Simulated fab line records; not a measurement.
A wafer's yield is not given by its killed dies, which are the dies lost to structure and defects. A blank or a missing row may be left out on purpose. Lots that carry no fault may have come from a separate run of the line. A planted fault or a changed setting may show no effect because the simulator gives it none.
fab line records	flow n5Finfet
record: lots: 24	wafers: 72	lastDay: 18
route steps=1938 shown SD_EPI_N@277 SD_EPI_P@307 HKMG_FIN@389
lots untouched by any fault: they come from a run of this same line in which no faults occurred
startH: hours from the record's opening day to when the first of the lot's shown wafers began	waitH: how many hours have passed since the lot's step before this one	" same as the row above	L1.1+2: one row covering several wafers at once	- no value, or no start was given	* or withheld: withheld	< > ~ a bound
route shown NAME@n: a module of which the file shows steps, and the number in the route of the first	usual: average and standard deviation across the fault-free wafers	same: alike in all rows	chamber/n: place in a boat	sites: each site's reading	_std_site: standard deviation of those values	_edge_site: outer sites' mean less inner sites'	radiusMm: how far each site lies from the wafer's centre	mask NAME#n: copy n	behind: the tool/chamber that last shaped the wafer	hold: why the lot was held/for how many hours/how that ended	device: which transistor (n, p or np) failed to switch	end of line: the route-end tests of the same wafers	where a step has no rows: the recipe by itself	killed: dies lost to structure and defects at the first sort, not the wafer's yield	map: per-die view of a wafer (x killed, . not killed, _ where there is no die)
set.NAME: the setting that was run; set.NAME@STEP: the one run at that earlier step	model.NAME: the simulator's own value behind a step, which no gauge read
the route's steps for a sample of lots (tables are steps, rows are wafers)
services: the hour from which a tool's chamber was out of use, counted from the record's first day as startH (under 0 if before that day), plus the number of hours and why
== steps ==
step: N5_SD_EPI_N_ETCHBACK_44
recipe: chemistry: CH3F/O2	mode: anisotropicEtchback	target: SiNx	targetDepthA: 145	stopOn: SiO2	overEtchFrac: 0.3	ionEnergyEv: 120	pressureMtorr: 30	sourceW: 395	biasW: 73	Ar_flow_sccm: 150	CH3F_flow_sccm: 30	O2_flow_sccm: 20
usual: drypumpMotorCurrentA: 5.9/0.4	oes_o_777_au: 0.75/0.059	oesProductAu: 0.64/0.056	rfFwdPowerW: 393.2/1.5	rfVppV: 298/6.9	showerheadPlenumPTorr: 2.00/0.066	throttleValvePct: 16.38/0.17
same: overEtchFrac: 0.3
lot.wafer	tool	chamber	startH	waitH	drypumpMotorCurrentA	oes_o_777_au	oesProductAu	rfFwdPowerW	rfHoursCounterH	rfVppV	showerheadPlenumPTorr	throttleValvePct
L074.2	rieDiel-02	3	48.89	0.0	6.0	0.94	0.81	394.5	3	293	1.95	16.24
L074.3	"	1	"	"	5.4	0.75	0.66	394.4	138	301	2.11	16.22
L074.6	"	1	"	"	5.4	0.75	0.66	391.2	-	304	2.11	16.22
L075.1	rieDiel-02	2	54.09	0.0	5.8	0.71	0.62	391.5	204	313	1.98	16.54
L075.3	"	3	"	"	6.0	0.93	0.80	394.9	5	293	1.95	16.23
L075.5	"	1	"	"	5.4	0.74	0.66	394.0	-	303	2.11	16.22
L076.2	rieDiel-03	1	61.45	0.0	6.4	0.82	0.70	391.8	81	288	2.03	16.33
L076.3	"	3	"	"	5.9	0.74	0.63	394.2	159	290	2.00	16.09
L076.5	"	2	"	"	5.5	0.71	0.59	393.0	-	291	1.98	16.35
L077.3	rieDiel-03	3	66.58	0.0	5.9	0.75	0.63	394.4	160	290	2.00	16.10
L077.5	"	2	"	"	5.5	0.71	0.59	391.8	-	290	1.98	16.35
L077.6	"	1	"	"	6.3	0.82	0.70	394.5	-	289	2.03	16.35
L078.2	rieDiel-02	2	74.22	0.0	5.8	0.70	0.61	390.8	211	310	1.98	16.54
L078.4	"	3	"	"	6.0	0.90	0.78	394.7	11	294	1.95	16.24
L078.6	"	1	"	"	5.4	0.73	0.65	394.0	-	303	2.10	16.24
L079.2	rieDiel-03	1	79.03	0.0	6.3	0.81	0.69	392.8	87	289	2.03	16.33
L079.3	"	0	"	"	6.3	0.72	0.60	391.9	206	294	1.97	16.46
L079.6	"	0	"	"	6.3	0.71	0.60	391.4	-	295	1.97	16.45
L080.1	rieDiel-05	0	84.63	0.0	5.8	0.74	0.62	392.3	187	300	2.07	16.23
L080.3	"	2	"	"	5.5	0.67	0.60	391.1	243	306	1.97	16.39
L080.5	"	2	"	"	5.5	0.68	0.60	388.6	-	305	1.97	16.39
L081.1	rieDiel-02	1	91.36	0.0	5.4	0.74	0.65	393.2	152	305	2.10	16.26
L081.3	"	3	"	"	5.9	0.89	0.76	394.4	17	295	1.95	16.27
L081.6	"	1	"	"	5.4	0.73	0.65	394.7	-	303	2.10	16.26
L082.2	rieDiel-03	3	98.59	0.0	5.9	0.75	0.63	390.8	169	291	2.00	16.11
L082.3	"	2	"	"	5.4	0.71	0.58	394.5	214	291	1.97	16.36
L082.5	"	3	"	"	5.9	0.75	0.63	393.9	-	288	2.00	16.13
L083.3	rieDiel-05	3	105.70	0.0	6.5	0.72	0.62	392.4	176	300	2.08	16.61
L083.4	"	0	"	"	5.7	0.73	0.62	393.7	194	298	2.07	16.25
L083.5	"	0	"	"	5.7	0.74	0.62	394.7	-	299	2.07	16.24
L084.1	rieDiel-03	2	114.15	0.0	5.5	0.70	0.59	394.5	219	289	1.97	16.38
L084.2	"	3	"	"	5.9	0.74	0.63	394.3	174	289	2.00	16.14
L084.4	"	1	"	"	6.3	0.80	0.68	394.6	98	289	2.03	16.36
L085.2	rieDiel-03	3	115.91	0.0	5.9	0.75	0.62	393.4	174	288	2.00	16.12
L085.3	"	1	"	"	6.3	0.79	0.69	394.4	98	289	2.03	16.38
L085.5	"	2	"	"	5.4	0.70	0.59	390.8	-	291	1.97	16.39
L086.1	rieDiel-05	1	127.62	0.0	5.1	0.73	0.61	393.3	205	299	2.07	16.65
L086.4	"	3	"	"	6.5	0.72	0.61	394.2	-	301	2.08	16.65
L086.6	"	0	"	"	5.8	0.74	0.61	392.0	-	300	2.07	16.28
L087.1	rieDiel-02	3	131.78	0.0	6.0	0.87	0.75	392.8	31	295	1.94	16.29
L087.4	"	2	"	"	5.8	0.69	0.60	391.2	-	310	1.97	16.57
L087.5	"	3	"	"	5.9	0.86	0.75	392.6	-	294	1.94	16.30
L088.2	rieDiel-03	2	136.31	0.0	5.5	0.70	0.59	391.8	226	291	1.97	16.40
L088.5	"	2	"	"	5.5	0.70	0.58	391.6	-	291	1.97	16.40
L088.6	"	1	"	"	6.4	0.79	0.68	393.0	-	289	2.02	16.38
L089.4	rieDiel-02	2	141.60	0.0	5.8	0.69	0.60	392.5	235	312	1.97	16.59
L089.5	"	1	"	"	5.4	0.71	0.63	393.1	-	303	2.10	16.29
L089.6	"	2	"	"	5.8	0.69	0.60	391.9	-	310	1.97	16.60
L090.1	rieDiel-02	0	146.66	0.0	6.4	0.75	0.65	393.8	136	301	1.84	16.47
L090.2	"	1	"	"	5.4	0.72	0.63	391.6	172	302	2.10	16.28
L090.6	"	2	"	"	5.8	0.69	0.60	392.1	-	309	1.97	16.60
L091.1	rieDiel-03	1	153.62	0.0	6.4	0.80	0.67	392.8	111	288	2.02	16.39
L091.3	"	0	"	"	6.3	0.69	0.58	392.0	229	294	1.97	16.49
L091.5	"	0	"	"	6.3	0.70	0.59	394.3	-	295	1.97	16.50
L092.1	rieDiel-03	1	159.46	0.0	6.3	0.79	0.67	389.9	113	289	2.02	16.39
L092.2	"	3	"	"	5.9	0.73	0.62	397.4	187	288	1.99	16.15
L092.6	"	0	"	"	6.3	0.70	0.58	392.4	-	295	1.96	16.50
L093.1	rieDiel-05	2	163.22	0.0	5.5	0.89	0.80	390.1	13	306	1.96	16.00
L093.4	"	3	"	"	6.5	0.71	0.61	393.3	200	300	2.07	16.65
L093.5	"	3	"	"	6.5	0.71	0.60	393.0	-	300	2.07	16.66
L094.1	rieDiel-02	1	173.38	0.0	5.4	0.71	0.63	394.8	181	301	2.09	16.30
L094.5	"	2	"	"	5.8	0.68	0.60	391.0	-	312	1.96	16.62
L094.6	"	3	"	"	5.9	0.84	0.73	392.4	-	294	1.94	16.31
L095.1	rieDiel-05	2	176.89	0.0	5.5	0.88	0.78	393.3	17	307	1.96	16.00
L095.2	"	1	"	"	5.2	0.72	0.59	393.3	221	298	2.07	16.69
L095.4	"	0	"	"	5.8	0.72	0.61	395.8	221	298	2.06	16.30
L096.2	rieDiel-05	3	185.06	0.0	6.5	0.70	0.60	390.7	206	299	2.07	16.67
L096.3	"	0	"	"	5.8	0.72	0.60	395.0	223	299	2.06	16.31
L096.5	"	2	"	"	5.5	0.87	0.78	390.9	-	306	1.96	15.99
L097.1	rieDiel-02	0	193.91	0.0	6.3	0.74	0.64	395.1	151	300	1.84	16.49
L097.3	"	1	"	"	5.4	0.71	0.62	394.1	189	301	2.09	16.30
L097.5	"	3	"	"	5.9	0.83	0.72	392.2	-	292	1.94	16.34
step: N5_SD_EPI_P_ETCH_36
recipe: chemistry: CF4	target: SiARC	targetDepthA: 455	maskMaterial: CAR-ArF-block	timeS: 75.8	ionEnergyEv: 80	pressureMtorr: 40	sourceW: 545	biasW: 36	Ar_flow_sccm: 100	cf4FlowSccm: 100	ends: cleared
usual: drypumpMotorCurrentA: 5.6/0.41	etchRfOnTimeS: 75.4/1.5	oesProductAu: 0.66/0.061	rfFwdPowerW: 539.8/2.4	rfVppV: 184.3/1.3	showerheadPlenumPTorr: 2.17/0.081	throttleValvePct: 15.67/0.18
lot.wafer	tool	chamber	startH	waitH	drypumpMotorCurrentA	etchRfOnTimeS	oesProductAu	rfFwdPowerW	rfHoursCounterH	rfVppV	showerheadPlenumPTorr	throttleValvePct
L074.2	rieDiel-04	0	54.06	0.0	5.3	75.2	0.67	537.5	131	185.4	2.23	15.59
L074.3	"	2	"	"	5.9	77.2	0.77	542.6	17	185.8	2.19	15.36
L074.6	"	1	"	"	5.4	74.3	0.64	542.3	-	185.3	2.21	15.94
L075.1	rieDiel-06	2	58.98	0.0	4.8	74.6	0.60	540.5	230	184.6	2.03	15.84
L075.3	"	0	"	"	5.6	76.1	0.65	537.0	154	185.8	2.22	15.74
L075.5	"	0	"	"	5.6	76.8	0.65	540.0	-	185.4	2.22	15.73
L076.2	rieDiel-04	1	66.19	0.0	5.4	74.8	0.63	540.6	186	183.6	2.21	15.97
L076.3	"	2	"	"	5.9	77.2	0.77	541.9	20	184.0	2.19	15.38
L076.5	"	1	"	"	5.4	74.3	0.63	540.7	-	185.4	2.21	15.93
L077.3	rieDiel-04	0	70.77	0.0	5.3	76.2	0.66	535.5	134	185.7	2.23	15.61
L077.5	"	2	"	"	5.9	77.1	0.77	542.1	-	183.9	2.19	15.39
L077.6	"	3	"	"	6.0	76.2	0.61	543.4	-	184.1	2.22	15.69
L078.2	rieDiel-01	1	79.14	0.0	6.4	75.2	0.67	540.8	139	184.5	2.15	15.76
L078.4	"	0	"	"	6.2	76.3	0.62	538.4	176	183.1	2.06	15.95
L078.6	"	2	"	"	5.1	77.4	0.68	542.8	-	185.5	2.26	15.73
L079.2	rieDiel-04	0	82.99	0.0	5.3	76.2	0.66	537.0	137	185.8	2.23	15.60
L079.3	"	2	"	"	5.9	77.7	0.76	540.8	25	184.0	2.19	15.39
L079.6	"	1	"	"	5.5	75.5	0.62	543.0	-	184.4	2.20	15.97
L080.1	rieDiel-04	0	89.04	0.0	5.3	74.8	0.68	532.8	139	184.4	2.23	15.61
L080.3	"	1	"	"	5.4	73.1	0.63	542.7	193	185.5	2.20	15.96
L080.5	"	3	"	"	6.0	74.6	0.61	543.0	-	186.1	2.22	15.69
L081.1	rieDiel-04	0	95.45	0.0	5.3	76.1	0.66	537.5	142	184.6	2.23	15.61
L081.3	"	1	"	"	5.4	74.3	0.63	537.2	195	186.0	2.20	15.97
L081.6	"	3	"	"	6.0	75.0	0.61	541.3	-	184.7	2.22	15.70
L082.2	rieDiel-06	2	103.04	0.0	4.8	74.9	0.59	537.5	241	181.7	2.03	15.88
L082.3	"	0	"	"	5.6	76.3	0.64	536.9	165	185.1	2.21	15.77
L082.5	"	1	"	"	5.5	74.8	0.69	536.7	-	183.3	2.00	15.41
L083.3	rieDiel-06	1	109.64	0.0	5.5	74.8	0.68	537.9	101	182.2	2.00	15.45
L083.4	"	2	"	"	4.8	75.1	0.59	543.1	243	183.5	2.03	15.89
L083.5	"	3	"	"	6.1	72.1	0.65	541.9	-	183.3	2.12	15.71
L084.1	rieDiel-04	2	118.64	0.0	5.9	76.2	0.74	542.3	36	183.2	2.18	15.40
L084.2	"	3	"	"	6.1	75.2	0.61	540.9	206	184.4	2.22	15.72
L084.4	"	0	"	"	5.3	75.8	0.66	536.4	148	184.3	2.22	15.63
L085.2	rieDiel-04	3	119.83	0.0	6.0	76.0	0.60	541.9	207	184.6	2.22	15.71
L085.3	"	2	"	"	5.9	76.6	0.75	543.0	36	184.2	2.18	15.42
L085.5	"	0	"	"	5.3	76.2	0.66	539.4	-	186.0	2.22	15.62
L086.1	rieDiel-04	0	133.67	0.0	5.3	77.1	0.66	535.0	152	185.6	2.22	15.64
L086.4	"	1	"	"	5.4	75.6	0.62	542.8	205	184.6	2.20	15.98
L086.6	"	0	"	"	5.3	76.7	0.65	536.5	-	184.6	2.22	15.62
L087.1	rieDiel-06	0	135.79	0.0	5.6	77.0	0.63	540.1	174	184.4	2.21	15.78
L087.4	"	1	"	"	5.5	74.3	0.68	538.5	-	180.3	1.99	15.45
L087.5	"	3	"	"	6.1	73.8	0.63	539.8	-	183.4	2.11	15.71
L088.2	rieDiel-01	1	140.36	0.0	6.4	76.0	0.65	539.5	156	184.4	2.14	15.80
L088.5	"	3	"	"	6.0	78.0	0.60	541.6	-	183.5	2.13	15.64
L088.6	"	0	"	"	6.2	77.4	0.60	534.6	-	183.1	2.05	15.97
L089.4	rieDiel-04	0	148.77	0.0	5.3	76.6	0.65	537.3	157	184.8	2.22	15.64
L089.5	"	0	"	"	5.3	77.0	0.65	537.8	-	184.0	2.22	15.64
L089.6	"	1	"	"	5.4	74.9	0.61	541.7	-	184.7	2.20	15.99
L090.1	rieDiel-04	0	152.47	0.0	5.4	76.6	0.65	535.4	159	185.2	2.22	15.66
L090.2	"	2	"	"	5.9	77.0	0.74	541.7	46	185.2	2.18	15.45
L090.6	"	0	"	"	5.3	77.3	0.65	539.8	-	186.1	2.22	15.66
L091.1	rieDiel-06	1	158.32	0.0	5.6	75.6	0.67	537.9	120	180.9	1.99	15.45
L091.3	"	0	"	"	5.6	76.8	0.63	540.4	185	185.6	2.21	15.80
L091.5	"	2	"	"	4.8	73.4	0.83	538.7	-	185.9	2.28	15.43
L092.1	rieDiel-06	3	164.91	0.0	6.1	73.7	0.62	536.9	227	183.0	2.11	15.74
L092.2	"	0	"	"	5.6	77.6	0.62	540.1	188	184.7	2.20	15.79
L092.6	"	2	"	"	4.8	73.6	0.82	539.6	-	185.3	2.28	15.42
L093.1	rieDiel-06	2	167.94	0.0	4.8	73.1	0.81	537.3	9	187.2	2.28	15.44
L093.4	"	3	"	"	6.1	73.9	0.62	539.4	228	183.3	2.11	15.75
L093.5	"	3	"	"	6.1	73.2	0.62	538.9	-	184.7	2.11	15.75
L094.1	rieDiel-06	3	178.23	0.0	6.2	73.4	0.62	540.9	232	185.0	2.11	15.76
L094.5	"	1	"	"	5.6	75.1	0.66	537.5	-	182.6	1.99	15.49
L094.6	"	0	"	"	5.6	77.2	0.62	540.9	-	184.8	2.20	15.82
L095.1	rieDiel-06	3	182.78	0.0	6.2	73.3	0.63	538.4	233	184.2	2.10	15.76
L095.2	"	1	"	"	5.5	74.6	0.66	536.4	129	183.0	1.99	15.49
L095.4	"	0	"	"	5.6	77.4	0.62	537.2	193	184.9	2.20	15.80
L096.2	rieDiel-04	3	190.16	0.0	6.0	75.4	0.59	543.8	231	183.6	2.21	15.76
L096.3	"	2	"	"	5.9	76.5	0.71	540.7	61	183.8	2.17	15.46
L096.5	"	1	"	"	5.4	73.3	0.61	541.3	-	184.7	2.19	16.03
L097.1	rieDiel-06	0	200.32	0.0	5.6	77.0	0.62	541.4	198	185.4	2.20	15.82
L097.3	"	2	"	"	4.8	72.7	0.80	539.5	18	185.9	2.28	15.44
L097.5	"	0	"	"	5.6	76.7	0.62	539.1	-	184.5	2.20	15.83
step: N5_SD_EPI_P_INSPECT_26
recipe: inspectInstrument: darkfield	mode: postEpi
usual: rawDefectCount: 179/38
lot.wafer	tool	chamber	startH	waitH	rawDefectCount
L074.2	defectInspect-01	-	59.70	0.0	238
L074.3	"	-	"	"	159
L074.6	"	-	"	"	205
L075.1	defectInspect-02	-	62.66	0.0	193
L075.3	"	-	"	"	165
L075.5	"	-	"	"	155
L076.2	defectInspect-01	-	69.90	0.0	148
L076.3	"	-	"	"	189
L076.5	"	-	"	"	173
L077.3	defectInspect-01	-	74.46	0.0	166
L077.5	"	-	"	"	151
L077.6	"	-	"	"	152
L078.2	defectInspect-01	-	82.83	0.0	149
L078.4	"	-	"	"	151
L078.6	"	-	"	"	180
L079.2	defectInspect-02	-	87.56	0.0	137
L079.3	"	-	"	"	173
L079.6	"	-	"	"	152
L080.1	defectInspect-02	-	93.69	0.0	164
L080.3	"	-	"	"	173
L080.5	"	-	"	"	192
L081.1	defectInspect-01	-	101.09	0.0	175
L081.3	"	-	"	"	119
L081.6	"	-	"	"	201
L082.2	defectInspect-02	-	108.68	0.0	189
L082.3	"	-	"	"	177
L082.5	"	-	"	"	172
L083.3	defectInspect-01	-	115.28	0.0	191
L083.4	"	-	"	"	151
L083.5	"	-	"	"	177
L084.1	defectInspect-02	-	123.17	0.0	182
L084.2	"	-	"	"	178
L084.4	"	-	"	"	165
L085.2	defectInspect-01	-	123.53	0.0	213
L085.3	"	-	"	"	165
L085.5	"	-	"	"	222
L086.1	defectInspect-02	-	137.36	0.0	219
L086.4	"	-	"	"	217
L086.6	"	-	"	"	151
L087.1	defectInspect-01	-	140.33	0.0	196
L087.4	"	-	"	"	208
L087.5	"	-	"	"	192
L088.2	defectInspect-01	-	144.06	0.0	117
L088.5	"	-	"	"	100
L088.6	"	-	"	"	205
L089.4	defectInspect-02	-	154.33	0.0	159
L089.5	"	-	"	"	183
L089.6	"	-	"	"	170
L090.1	defectInspect-02	-	156.16	0.0	156
L090.2	"	-	"	"	167
L090.6	"	-	"	"	112
L091.1	defectInspect-01	-	162.01	0.0	264
L091.3	"	-	"	"	227
L091.5	"	-	"	"	214
L092.1	defectInspect-01	-	169.44	0.0	162
L092.2	"	-	"	"	87
L092.6	"	-	"	"	124
L093.1	defectInspect-01	-	172.42	0.0	184
L093.4	"	-	"	"	132
L093.5	"	-	"	"	154
L094.1	defectInspect-02	-	182.78	0.0	153
L094.5	"	-	"	"	160
L094.6	"	-	"	"	208
L095.1	defectInspect-01	-	187.42	0.0	165
L095.2	"	-	"	"	164
L095.4	"	-	"	"	210
L096.2	defectInspect-01	-	194.69	0.0	186
L096.3	"	-	"	"	263
L096.5	"	-	"	"	379
L097.1	defectInspect-02	-	205.98	0.0	169
L097.3	"	-	"	"	236
L097.5	"	-	"	"	203
step: N5_HKMG_FIN_ALD_75
recipe: material: Al2O3	targetThkA: 10	tempC: 150	aldPrecursorFamily: TMA	aldCoReactant: H2O	pulseTimeS: withheld	coReactantPulseTimeS: 1
usual: heaterPowerW: 154/10	precursorPulseHeightRel: 1.000/0.02
lot.wafer	tool	chamber	startH	waitH	heaterPowerW	precursorPulseHeightRel
L074.2	aldHk-01	1	72.32	0.0	153	0.983
L074.3	"	0	"	"	139	0.989
L074.6	"	1	"	"	157	0.984
L075.1	aldHk-03	1	75.31	0.0	155	1.017
L075.3	"	0	"	"	159	0.998
L075.5	"	3	"	"	165	0.974
L076.2	aldHk-02	2	82.73	0.0	149	0.972
L076.3	"	1	"	"	152	1.005
L076.5	"	2	"	"	147	0.999
L077.3	aldHk-01	1	87.57	0.0	159	0.980
L077.5	"	0	"	"	140	1.021
L077.6	"	1	"	"	153	1.014
L078.2	aldHk-01	3	95.64	0.0	151	0.985
L078.4	"	0	"	"	137	1.031
L078.6	"	3	"	"	149	0.974
L079.2	aldHk-01	3	101.78	0.0	153	1.021
L079.3	"	1	"	"	155	1.026
L079.6	"	2	"	"	169	1.022
L080.1	aldHk-03	2	107.81	0.0	155	0.981
L080.3	"	3	"	"	160	1.011
L080.5	"	2	"	"	154	0.996
L081.1	aldHk-03	2	114.82	0.0	157	1.029
L081.3	"	1	"	"	154	0.954
L081.6	"	0	"	"	160	0.990
L082.2	aldHk-03	3	122.02	0.0	160	0.986
L082.3	"	2	"	"	156	1.019
L082.5	"	3	"	"	164	1.013
L083.3	aldHk-01	3	127.92	0.0	146	0.972
L083.4	"	2	"	"	166	0.988
L083.5	"	1	"	"	155	1.004
L084.1	aldHk-03	0	136.79	0.0	161	0.993
L084.2	"	2	"	"	160	1.012
L084.4	"	3	"	"	162	0.972
L085.2	aldHk-03	1	137.99	0.0	155	1.019
L085.3	"	2	"	"	156	1.036
L085.5	"	0	"	"	165	0.966
L086.1	aldHk-03	0	150.42	0.0	164	1.005
L086.4	"	1	"	"	158	1.002
L086.6	"	0	"	"	165	1.011
L087.1	aldHk-01	1	153.14	0.0	156	0.989
L087.4	"	0	"	"	139	1.005
L087.5	"	1	"	"	156	1.010
L088.2	aldHk-03	0	156.90	0.0	159	1.001
L088.5	"	1	"	"	154	0.962
L088.6	"	0	"	"	157	0.998
L089.4	aldHk-03	0	166.83	0.0	162	1.004
L089.5	"	3	"	"	159	1.014
L089.6	"	0	"	"	162	1.001
L090.1	aldHk-02	2	169.91	0.0	154	0.988
L090.2	"	0	"	"	133	0.962
L090.6	"	1	"	"	156	0.994
L091.1	aldHk-02	0	176.28	0.1	130	0.997
L091.3	"	1	"	"	156	1.026
L091.5	"	3	"	"	137	1.013
L092.1	aldHk-02	3	185.22	0.1	134	0.987
L092.2	"	0	"	"	135	0.978
L092.6	"	2	"	"	150	1.004
L093.1	aldHk-03	2	187.39	0.1	153	0.984
L093.4	"	0	"	"	159	1.039
L093.5	"	3	"	"	163	1.023
L094.1	aldHk-01	3	197.39	0.0	151	0.972
L094.5	"	3	"	"	154	0.978
L094.6	"	2	"	"	171	0.962
L095.1	aldHk-02	3	201.36	0.0	135	1.003
L095.2	"	2	"	"	150	1.024
L095.4	"	1	"	"	158	0.983
L096.2	aldHk-03	3	210.57	0.0	166	0.989
L096.3	"	0	"	"	159	0.993
L096.5	"	0	"	"	160	1.020
L097.1	aldHk-03	1	219.00	0.0	156	0.982
L097.3	"	0	"	"	167	1.014
L097.5	"	1	"	"	158	1.035
step: N5_HKMG_FIN_CD_MEAS_49
recipe: targetCdNm: 202	landingEnergyEv: 500	detector: seInlens	polarity: opening
usual: cdNm: 202.2/0.66
lot.wafer	tool	chamber	startH	waitH	cdNm
L074.2	cdSem-02	0	72.66	-	202.1
L074.3	"	0	"	"	202.8
L074.6	"	0	"	"	202.8
L075.1	cdSem-02	0	75.77	-	201.5
L075.3	"	0	"	"	202.0
L075.5	"	0	"	"	203.0
L076.2	cdSem-02	0	83.07	-	202.1
L076.3	"	0	"	"	202.6
L076.5	"	0	"	"	201.8
L077.3	cdSem-03	0	88.03	-	201.1
L077.5	"	0	"	"	202.2
L077.6	"	0	"	"	201.8
L078.2	cdSem-03	0	96.11	-	202.6
L078.4	"	0	"	"	202.9
L078.6	"	0	"	"	202.4
L079.2	cdSem-02	0	102.24	-	202.3
L079.3	"	0	"	"	201.8
L079.6	"	0	"	"	201.2
L080.1	cdSem-03	0	108.15	-	203.1
L080.3	"	0	"	"	203.1
L080.5	"	0	"	"	202.2
L081.1	cdSem-03	0	115.29	-	202.3
L081.3	"	0	"	"	201.1
L081.6	"	0	"	"	201.9
L082.2	cdSem-02	0	122.36	-	201.5
L082.3	"	0	"	"	201.6
L082.5	"	0	"	"	202.6
L083.3	cdSem-03	0	128.39	-	202.6
L083.4	"	0	"	"	201.6
L083.5	"	0	"	"	202.8
L084.1	cdSem-03	0	137.26	-	202.0
L084.2	"	0	"	"	203.1
L084.4	"	0	"	"	202.4
L085.2	cdSem-02	0	138.33	-	202.0
L085.3	"	0	"	"	202.9
L085.5	"	0	"	"	202.3
L086.1	cdSem-02	0	150.89	-	201.7
L086.4	"	0	"	"	202.1
L086.6	"	0	"	"	202.3
L087.1	cdSem-02	0	153.61	-	201.9
L087.4	"	0	"	"	202.0
L087.5	"	0	"	"	201.8
L088.2	cdSem-02	0	157.37	-	202.8
L088.5	"	0	"	"	201.6
L088.6	"	0	"	"	200.7
L089.4	cdSem-03	0	167.18	-	203.7
L089.5	"	0	"	"	202.7
L089.6	"	0	"	"	203.0
L090.1	cdSem-02	0	170.25	-	203.3
L090.2	"	0	"	"	203.1
L090.6	"	0	"	"	202.4
L091.1	cdSem-03	0	176.82	-	202.2
L091.3	"	0	"	"	202.8
L091.5	"	0	"	"	202.8
L092.1	cdSem-01	0	185.68	-	202.7
L092.2	"	0	"	"	203.0
L092.6	"	0	"	"	202.7
L093.1	cdSem-02	0	187.93	-	201.6
L093.4	"	0	"	"	201.6
L093.5	"	0	"	"	201.9
L094.1	cdSem-01	0	197.86	-	200.8
L094.5	"	0	"	"	202.4
L094.6	"	0	"	"	202.5
L095.1	cdSem-03	0	201.82	-	202.3
L095.2	"	0	"	"	202.4
L095.4	"	0	"	"	202.7
L096.2	cdSem-02	0	211.04	-	201.8
L096.3	"	0	"	"	201.4
L096.5	"	0	"	"	202.6
L097.1	cdSem-02	0	219.35	-	202.7
L097.3	"	0	"	"	202.3
L097.5	"	0	"	"	201.5
step: N5_HKMG_FIN_PWFM_ALD_03
recipe: material: TiN	targetThkA: 20	tempC: 400	aldPrecursorFamily: TiCl4	aldCoReactant: NH3	pulseTimeS: 1	purgeTimeS: 3	coReactantPurgeTimeS: 2	coReactantPulseTimeS: 2	aldCycles: 91	pressureTorr: 3
usual: heaterPowerW: 866/110	precursorPulseHeightRel: 1.001/0.02
same: coReactantPurgeTimeS: 2	pulseTimeS: 1	purgeTimeS: 3
lot.wafer	tool	chamber	startH	waitH	heaterPowerW	precursorPulseHeightRel
L074.2	aldMetal-02	1	75.24	0.0	911	1.003
L074.3	"	0	"	"	868	1.016
L074.6	"	0	"	"	869	0.978
L075.1	aldMetal-02	0	78.38	0.0	871	0.988
L075.3	"	2	"	"	987	1.020
L075.5	"	2	"	"	998	1.005
L076.2	aldMetal-02	0	85.60	0.0	886	1.010
L076.3	"	2	"	"	998	0.976
L076.5	"	0	"	"	863	0.988
L077.3	aldMetal-02	2	90.56	0.0	981	1.005
L077.5	"	1	"	"	903	0.969
L077.6	"	0	"	"	864	1.003
L078.2	aldMetal-03	0	98.83	0.0	750	1.012
L078.4	"	3	"	"	1105	0.995
L078.6	"	1	"	"	822	1.025
L079.2	aldMetal-03	1	105.39	0.0	831	0.955
L079.3	"	3	"	"	1128	1.043
L079.6	"	1	"	"	818	1.004
L080.1	aldMetal-04	1	110.70	0.0	776	0.990
L080.3	"	3	"	"	726	1.022
L080.5	"	0	"	"	805	1.045
L081.1	aldMetal-02	0	118.03	0.0	882	1.023
L081.3	"	1	"	"	927	0.993
L081.6	"	0	"	"	858	1.005
L082.2	aldMetal-03	0	124.90	0.0	754	1.020
L082.3	"	1	"	"	840	1.009
L082.5	"	1	"	"	827	1.015
L083.3	aldMetal-04	1	130.97	0.0	776	1.004
L083.4	"	2	"	"	763	1.015
L083.5	"	1	"	"	771	1.036
L084.1	aldMetal-02	2	139.88	0.0	993	0.983
L084.2	"	3	"	"	876	0.983
L084.4	"	1	"	"	909	0.974
L085.2	aldMetal-04	1	141.79	0.0	773	0.986
L085.3	"	2	"	"	776	0.998
L085.5	"	0	"	"	789	1.006
L086.1	aldMetal-03	0	153.42	0.0	752	1.004
L086.4	"	3	"	"	1154	1.004
L086.6	"	2	"	"	921	1.000
L087.1	aldMetal-04	2	156.62	0.0	759	0.998
L087.4	"	1	"	"	786	0.991
L087.5	"	3	"	"	722	0.994
L088.2	aldMetal-04	2	160.02	0.0	768	0.997
L088.5	"	1	"	"	758	1.009
L088.6	"	2	"	"	782	1.018
L089.4	aldMetal-04	3	169.83	0.0	741	0.944
L089.5	"	3	"	"	719	1.010
L089.6	"	0	"	"	801	1.013
L090.1	aldMetal-02	1	173.03	0.1	875	0.938
L090.2	"	2	"	"	988	1.034
L090.6	"	0	"	"	892	0.994
L091.1	aldMetal-04	2	180.30	0.0	771	0.998
L091.3	"	0	"	"	817	1.035
L091.5	"	3	"	"	712	0.992
L092.1	aldMetal-03	1	188.92	0.0	838	0.997
L092.2	"	3	"	"	1139	1.013
L092.6	"	1	"	"	823	0.973
L093.1	aldMetal-03	0	190.57	0.0	740	1.014
L093.4	"	2	"	"	901	0.987
L093.5	"	1	"	"	839	1.014
L094.1	aldMetal-02	1	200.39	0.0	907	1.027
L094.5	"	0	"	"	852	0.953
L094.6	"	3	"	"	891	0.986
L095.1	aldMetal-03	3	204.77	0.0	1175	1.009
L095.2	"	2	"	"	939	1.004
L095.4	"	1	"	"	825	1.025
L096.2	aldMetal-03	1	213.75	0.0	804	1.010
L096.3	"	2	"	"	930	0.968
L096.5	"	3	"	"	1142	0.988
L097.1	aldMetal-03	3	222.56	0.0	1129	0.997
L097.3	"	0	"	"	767	0.989
L097.5	"	1	"	"	803	1.005
== services ==
tool	chamber	startH	hours	kind
rieDiel-02	-	35.71	0.4	repair
aldMetal-02	0	46.47	14.0	repair
aldMetal-04	0	50.65	4.7	repair
aldMetal-02	3	52.96	30.9	repair
aldMetal-02	-	54.21	8.7	pm
rieDiel-04	0	62.99	3.1	repair
aldMetal-04	3	64.41	43.8	repair
aldMetal-04	-	73.44	14.6	pm
aldMetal-03	2	86.02	29.6	repair
aldMetal-04	-	94.89	1.0	repair
aldMetal-04	1	102.82	7.3	repair
aldMetal-03	-	115.71	1.9	repair
aldMetal-02	-	116.20	0.6	repair
aldHk-02	-	137.68	1.9	repair
rieDiel-05	1	141.45	1.7	repair
aldHk-01	-	142.99	2.2	repair
aldMetal-03	1	144.11	24.1	repair
aldMetal-03	3	149.19	3.7	repair
aldHk-01	-	150.10	2.7	pm
rieDiel-06	-	151.78	0.2	repair
aldMetal-02	-	175.46	0.9	repair
aldMetal-02	2	181.98	17.3	repair
aldMetal-02	3	201.15	10.5	repair
rieDiel-03	1	217.32	3.5	repair
== key ==
fault none
